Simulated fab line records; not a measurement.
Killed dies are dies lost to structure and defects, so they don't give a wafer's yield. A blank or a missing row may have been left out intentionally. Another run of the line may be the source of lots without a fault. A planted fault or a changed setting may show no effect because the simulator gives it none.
3 desks, one fault | flow n5_finfet | each desk holds nothing but its own numbers, with what lay behind them at the end

## TOOL OWNER'S DESK, rie_diel-02
The tool's own readings at N5_BEOL_M10_DESCUM_16 (chemistry O2, time 7.9 s): means of the sampled wafers that have a number, for each lot that ran on this tool. The brackets show how far a lot's mean lies from the usual mean; more than 4 standard deviations puts the lot out of limits, marked OUT.
Columns: A = drypump_motor_current_A at N5_BEOL_M10_DESCUM_16, usual 5.9 A; B = oes_product_au at N5_BEOL_M10_DESCUM_16, usual 0.82 a.u.; C = rf_vpp_V at N5_BEOL_M10_DESCUM_16, usual 243.3 V; D = showerhead_plenum_p_Torr at N5_BEOL_M10_DESCUM_16, usual 2.11 Torr; E = throttle_valve_pct at N5_BEOL_M10_DESCUM_16, usual 20.45 %
lot  | first seen here | A   | B    | C     | D    | E
L334 | day 9 20:45     | 6.0 | 0.78 | 243.3 | 2.13 | 20.37
L345 | day 13 02:21    | 6.0 | 0.74 | 243.3 | 2.09 | 20.48
L349 | day 13 07:10    | 5.8 | 0.86 | 243.7 | 2.10 | 20.40
L352 | day 14 10:34    | 6.2 | 0.78 | 243.8 | 2.12 | 20.43
This desk's verdict: no lot among the 4 shows anything out of limits.

## THE DEFECT DESK
Inspection counts along the route, by lot: the mean over sampled wafers that carry a number. The brackets show how far a lot's mean lies from the usual mean; more than 4 standard deviations puts the lot out of limits, marked OUT.
Columns: A = raw_defect_count at N5_BEOL_M10_INSPECT_13, usual 429
lot  | first seen here | A
L334 | day 9 20:41     | 559
L343 | day 11 23:19    | 401
L345 | day 13 02:18    | 490
L347 | day 13 02:56    | 365
L349 | day 13 06:54    | 386
L350 | day 14 00:25    | 466
L352 | day 14 10:25    | 416
This desk's verdict: no lot among the 7 shows anything out of limits.

## FROM THE METROLOGY DESK
What the gauges read, lot by lot, whatever tool the lot ran on: means of the sampled wafers that have a number. The brackets show how far a lot's mean lies from the usual mean; more than 4 standard deviations puts the lot out of limits, marked OUT.
Columns: A = cd_nm at N5_BEOL_M10_CD_MEAS_11, usual 64.2 nm; B = M10_OVL at N5_BEOL_M10_OVL_MEAS_12, usual 0.0 nm
lot  | first seen here | A    | B
L334 | day 9 20:38     | 64.9 | -0.7
L343 | day 11 23:16    | 63.7 | 0.6
L345 | day 13 02:15    | 64.8 | 0.6
L347 | day 13 02:53    | 64.3 | 0.3
L349 | day 13 06:51    | 64.2 | -0.4
L350 | day 14 00:22    | 64.4 | 0.2
L352 | day 14 10:22    | 63.8 | 0.5
This desk's verdict: no lot among the 7 shows anything out of limits.

## TAKEN TOGETHER
The desk of the tool owner found nothing out of limits.
No out-of-limits result turned up at the defect desk.
Nothing out of limits was seen by the metrology desk.

## WHAT WAS PUT IN BY THE SIMULATOR
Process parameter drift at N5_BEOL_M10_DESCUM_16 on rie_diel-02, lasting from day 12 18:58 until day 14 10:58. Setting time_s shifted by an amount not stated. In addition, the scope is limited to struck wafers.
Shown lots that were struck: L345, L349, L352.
